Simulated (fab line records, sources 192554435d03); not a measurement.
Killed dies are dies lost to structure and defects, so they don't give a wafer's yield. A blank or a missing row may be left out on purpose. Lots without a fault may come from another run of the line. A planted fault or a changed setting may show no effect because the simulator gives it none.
fab line records | flow n5_finfet
record lots=6 wafers=18 last_day=17
route steps=1938 shown BEOL_M13@1697 PASSIVATION@1936
lots that met no fault: from a run of the same line without faults
start_h: hours from the record's first day to the start of the lot's first wafer shown | wait_h: hours since the lot's step before | " the same as in the row above | L1.1+2: a row that stands for several wafers | - no value, or no start given | * or withheld: withheld | < > ~ a bound
route shown NAME@n: a module of which the file shows steps, and the number in the route of the first | usual: mean/standard deviation of fault-free wafers | same: alike in all rows | chamber/n: place in a boat | sites: the reading at each site | _std_site: their standard deviation | _edge_site: outer sites' mean less inner sites' | radius_mm: how far each site lies from the wafer's centre | mask NAME#n: copy n | behind: the tool/chamber that last shaped the wafer | hold: why the lot was held/for how many hours/how that ended | device: the transistor (n, p or np) that didn't switch | end of line: the same wafers' tests at the end of the route | a step without rows: its recipe alone | killed: dies lost to structure and defects at the first sort, not the wafer's yield | map: a wafer's dies, x killed, . not, _ none there
set.NAME: the setting as run; set.NAME@STEP: as run at that earlier step | model.NAME: the simulator's own value behind a step, which no gauge read
lots at some steps of the route; a table a step, a row a wafer
services: from which hour (start_h, from the record's first day; less than 0 if before it) a tool's chamber was out of use, for how many hours, and why
## steps
# step N5_BEOL_M13_STRIP_70
# recipe chemistry=C4F8/O2/Ar resist=SiARC rf_frequency_hz=6e+07
# step N5_BEOL_M13_OCD_MEAS_35
# usual trench_depth_nm=415/6.2
# columns lot.wafer tool chamber start_h wait_h trench_depth_nm
L258.1 ocd-02 - 278.12 0.0 424
L258.3 " - " " 412
L258.5 " - " " 411
L262.3 ocd-01 - 306.70 0.0 408
L262.5 " - " " 410
L262.6 " - " " 407
L271.1 ocd-02 - 356.48 0.0 408
L271.4 " - " " 411
L271.6 " - " " 410
L272.1 ocd-01 - 356.79 0.0 420
L272.5 " - " " 426
L272.6 " - " " 418
L273.2 ocd-01 - 368.41 0.0 406
L273.4 " - " " 406
L273.5 " - " " 405
L275.2 ocd-02 - 380.77 0.0 422
L275.3 " - " " 419
L275.4 " - " " 428
# step N5_BEOL_M13_STRIP_37
# recipe chemistry=N2/H2 power_w=1000 temp_c=250 h2_frac=0.65 overash_fraction=0.3 pressure_mtorr=withheld n2_flow_sccm=1750 h2_flow_sccm=3250
# usual drypump_motor_current_A=5.6/0.52 heater_power_w=334/26 oes_product_au=0.783/0.01
# same overash_fraction=0.3
# columns lot.wafer tool chamber start_h wait_h drypump_motor_current_A heater_power_w oes_product_au rf_hours_counter_h
L258.1 plasma_asher-01 1 278.16 0.0 4.7 296 0.781 136
L258.3 " 1 " " 4.8 296 0.789 -
L258.5 " 1 " " 4.7 296 0.773 -
L262.3 plasma_asher-02 0 306.76 0.1 6.1 344 0.792 -
L262.5 " 0 " " 6.1 350 0.787 -
L262.6 " 1 " " 6.0 330 0.800 -
L271.1 plasma_asher-01 1 356.52 0.0 4.7 289 0.807 152
L271.4 " 1 " " 4.7 288 0.780 -
L271.6 " 1 " " 4.7 290 0.776 -
L272.1 plasma_asher-01 0 356.83 0.0 5.7 356 0.774 152
L272.5 " 1 " " 4.7 292 0.778 -
L272.6 " 0 " " 5.7 363 0.770 -
L273.2 plasma_asher-02 0 368.45 0.0 6.1 351 0.774 86
L273.4 " 1 " " 5.9 343 0.775 -
L273.5 " 0 " " 6.1 344 0.796 -
L275.2 plasma_asher-01 0 380.81 0.0 5.6 354 0.774 157
L275.3 " 1 " " 4.8 298 0.790 -
L275.4 " 0 " " 5.6 366 0.759 -
# step N5_BEOL_M13_ETCH_38
# recipe chemistry=CF4/N2 target=SiCN target_depth_a=675 taper_deg=2 time_s=71.9 ion_energy_ev=150 mask_material=SiO2 pressure_mtorr=40 source_w=430 bias_w=70 Ar_flow_sccm=100 cf4_flow_sccm=60 n2_flow_sccm=60
# step N5_BEOL_M13_PRECLEAN_39
# recipe chemistry=residue_remover time_s=60 temp_c=40
# step N5_BEOL_M13_SRD_40
# recipe time_s=30 temp_c=23 rinse_liquid=diw dry=n2_spin spin_rpm=1500 dry_time_s=30
# step N5_BEOL_M13_DEGAS_41
# recipe ambient=vacuum temp_c=250 time_s=60
# usual heater_power_w=325/18
# columns lot.wafer tool chamber start_h wait_h heater_power_w
L258.1 pvd_sputter-01 - 281.02 0.3 283
L258.3 " - " " 335
L258.5 " - " " 340
L262.3 pvd_sputter-01 - 307.37 0.2 325
L262.5 " - " " 284
L262.6 " - " " 338
L271.1 pvd_sputter-01 - 357.60 0.4 331
L271.4 " - " " 341
L271.6 " - " " 343
L272.1 pvd_sputter-03 - 358.09 0.5 322
L272.5 " - " " 325
L272.6 " - " " 338
L273.2 pvd_sputter-02 - 368.96 0.2 358
L273.4 " - " " 324
L273.5 " - " " 324
L275.2 pvd_sputter-02 - 382.67 0.3 357
L275.3 " - " " 320
L275.4 " - " " 333
# step N5_BEOL_M13_PRE_CLEAN_42
# recipe gas=H2/He time_s=30 temp_c=250
# usual heater_power_w=324/17
# columns lot.wafer tool chamber start_h wait_h heater_power_w
L258.1 pvd_sputter-01 - 281.06 0.0 297
L258.3 " - " " 326
L258.5 " - " " 338
L262.3 pvd_sputter-01 - 307.41 0.0 340
L262.5 " - " " 279
L262.6 " - " " 342
L271.1 pvd_sputter-01 - 357.64 0.0 333
L271.4 " - " " 345
L271.6 " - " " 329
L272.1 pvd_sputter-03 - 358.13 0.0 327
L272.5 " - " " 323
L272.6 " - " " 335
L273.2 pvd_sputter-02 - 369.00 0.0 357
L273.4 " - " " 311
L273.5 " - " " 314
L275.2 pvd_sputter-02 - 382.71 0.0 352
L275.3 " - " " 320
L275.4 " - " " 332
# step N5_BEOL_M13_SPUTTER_43
# recipe material=TaN target_thk_a=150 temp_c=50 bias_v=168.6 power_w=15000 chamber_pressure_pa=0.12 time_s=24.19
# usual substrate_temp_c=50.02/0.12 throttle_valve_pct=30.3/0.88
# columns lot.wafer tool chamber start_h wait_h substrate_temp_c throttle_valve_pct
L258.1 pvd_sputter-01 - 281.10 0.0 50.19 30.2
L258.3 " - " " 50.02 30.9
L258.5 " - " " 49.84 30.2
L262.3 pvd_sputter-01 - 307.45 0.0 50.00 30.2
L262.5 " - " " 50.06 30.2
L262.6 " - " " 50.15 30.7
L271.1 pvd_sputter-01 - 357.68 0.0 50.13 30.9
L271.4 " - " " 50.09 30.1
L271.6 " - " " 50.04 30.1
L272.1 pvd_sputter-03 - 358.17 0.0 49.93 32.2
L272.5 " - " " 50.04 29.4
L272.6 " - " " 50.08 31.8
L273.2 pvd_sputter-02 - 369.04 0.0 49.93 30.0
L273.4 " - " " 50.05 28.8
L273.5 " - " " 50.12 29.5
L275.2 pvd_sputter-02 - 382.75 0.0 50.04 29.8
L275.3 " - " " 50.06 29.5
L275.4 " - " " 50.05 30.1
# step N5_BEOL_M13_SPUTTER_44
# recipe material=Ta target_thk_a=100 temp_c=50 bias_v=80 power_w=15000 chamber_pressure_pa=0.07 time_s=16.13
# usual substrate_temp_c=50.01/0.13 throttle_valve_pct=30.4/0.85
# columns lot.wafer tool chamber start_h wait_h substrate_temp_c throttle_valve_pct
L258.1 pvd_sputter-01 - 281.18 0.0 50.06 30.1
L258.3 " - " " 50.20 31.0
L258.5 " - " " 49.95 30.3
L262.3 pvd_sputter-01 - 307.53 0.0 50.07 30.3
L262.5 " - " " 50.09 30.2
L262.6 " - " " 50.13 31.1
L271.1 pvd_sputter-01 - 357.76 0.0 49.89 31.3
L271.4 " - " " 50.11 30.2
L271.6 " - " " 49.97 30.1
L272.1 pvd_sputter-03 - 358.25 0.0 50.07 32.3
L272.5 " - " " 50.07 29.4
L272.6 " - " " 49.97 31.6
L273.2 pvd_sputter-02 - 369.12 0.0 49.98 29.8
L273.4 " - " " 50.16 29.2
L273.5 " - " " 50.05 29.4
L275.2 pvd_sputter-02 - 382.83 0.0 49.92 30.1
L275.3 " - " " 49.94 29.7
L275.4 " - " " 49.94 29.9
# step N5_BEOL_M13_SPUTTER_45
# recipe material=Cu target_thk_a=800 temp_c=-20 bias_v=60 power_w=26000 chamber_pressure_pa=0.13 time_s=13.33
# step N5_BEOL_M13_ECD_47
# recipe material=Cu target_thk_a=9360
# step N5_BEOL_M13_ANNEAL_48
# recipe temp_c=225 time_s=90 ambient=N2
# usual anneal_temp_c=225.03/0.19 anneal_temp_c_max=226.4/0.57 wafer_temp_C_max=226.0/0.5
# columns lot.wafer tool chamber start_h wait_h anneal_temp_c anneal_temp_c_max wafer_temp_C_max
L258.1 rtp_anneal-01 0 281.54 0.1 224.95 225.9 226.1
L258.3 " 0 " " 225.34 226.2 226.4
L258.5 " 0 " " 225.15 226.0 227.2
L262.3 rtp_anneal-01 0 308.72 0.9 225.26 226.1 226.6
L262.5 " 0 " " 225.14 226.4 226.2
L262.6 " 0 " " 224.94 226.0 226.7
L271.1 rtp_anneal-01 - 358.20 0.2 - - -
L271.4 " - " " - - -
L271.6 " - " " - - -
L272.1 rtp_anneal-01 - 358.61 0.1 - - -
L272.5 " - " " - - -
L272.6 " - " " - - -
L273.2 rtp_anneal-02 0 369.59 0.2 224.89 226.4 225.7
L273.4 " 0 " " 224.63 226.8 225.2
L273.5 " 0 " " 224.97 227.3 225.4
L275.2 rtp_anneal-02 0 383.24 0.2 224.69 226.7 225.3
L275.3 " 0 " " 224.96 227.3 225.2
L275.4 " 0 " " 224.50 226.1 225.3
# step N5_BEOL_M13_CMP_49
# recipe stop_on=SiOC t_overpolish_s=17.1 down_force_psi=1 platen_rpm=50 clearing_platen_down_force_psi=1.5 clearing_platen_rpm=50 post_cmp_clean=cu_alkaline target_thk_nm=420 clearing_platen_pad_velocity_m_s=0.99484 pad_velocity_m_s=0.99484
# step N5_PASSIVATION_PROBE_49
# usual defect_limited_yield=91.5/1.3 killed_at_M0_to_M3=33/10 killed_at_M4_up=13/4 killed_at_contacts=12/6.3 killed_at_front_end=39/11 killed_at_other=3.4/2.6 killed_dies=100/15 killed_open=65/11 killed_short=34/7.8 sort_bin_5_function=5.0/0.89 sort_bin_6_memory=3.2/0.58 sort_n_pass=1080/15 sort_yield_pct=91.5/1.3
# same gross_dies=1180 killed_at_back_side=0 sort_bin_4_leakage[%]=0 sort_bin_8_speed[%]=0
# columns lot.wafer tool chamber start_h wait_h defect_limited_yield[%] killed_at_M0_to_M3 killed_at_M4_up killed_at_contacts killed_at_front_end killed_at_other killed_dies killed_open killed_short sort_bin_5_function[%] sort_bin_6_memory[%] sort_n_pass sort_yield_pct[%]
L258.1 prober-01 - 308.45 0.0 90.8 37 20 7 43 1 108 87 21 6.0 3.0 1072 90.8
L258.3 prober-01 - 308.55 0.1 93.1 26 12 14 29 0 81 47 33 4.3 2.2 1099 93.1
L258.5 prober-01 - 308.65 0.2 92.5 30 8 6 43 2 89 54 29 4.3 2.6 1091 92.5
# killed by level:class
L258.1 STI_FIN_REVEAL:geometric_particle:open=15 BEOL_M4:geometric_particle:open=14 BEOL_M1:geometric_particle:open=11 BEOL_M0_SAQP:geometric_particle:open=9 FIN_SAQP:geometric_particle:open=8 ILD0:geometric_particle:short=7 MOL_CONTACT_COAG:geometric_particle:open=7 BEOL_M2:geometric_particle:open=6
L258.3 BEOL_M0_SAQP:geometric_particle:open=11 MOL_CONTACT_COAG:geometric_particle:short=7 MOL_CONTACT_COAG:geometric_particle:open=7 FIN_SAQP:geometric_particle:open=6 BEOL_M0_SAQP:geometric_particle:short=6 GATE_CUT:geometric_particle:short=5 FIN_SAQP:geometric_particle:short=4 BEOL_M1:geometric_particle:open=4
L258.5 BEOL_M0_SAQP:geometric_particle:short=7 STARTING-WAFER:geometric_particle:open=6 STI_FIN_REVEAL:geometric_particle:open=5 ILD0:geometric_particle:open=5 MOL_CONTACT_COAG:geometric_particle:open=5 HKMG_FIN:area_etch=5 FIN_SAQP:geometric_particle:open=4 GATE_CUT:geometric_particle:open=4
## services
# columns tool chamber start_h hours kind
pvd_sputter-01 - 283.92 0.7 repair
plasma_asher-02 - 329.02 2.8 pm
pvd_sputter-02 - 359.51 2.0 repair
## key
first_sign step=N5_BEOL_M13_ANNEAL_48 reading=tool_record direction=missing
effect none on later readings
met_at N5_BEOL_M13_ANNEAL_48
struck_wafers L271.1,L271.4,L271.6,L272.1,L272.5,L272.6
onset_between 308.72 358.20
fault kind=skipped_step_whole tool=rtp_anneal-01 chamber=- onset_h=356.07 steps=N5_BEOL_M13_ANNEAL_48 scope=struck_lots_only
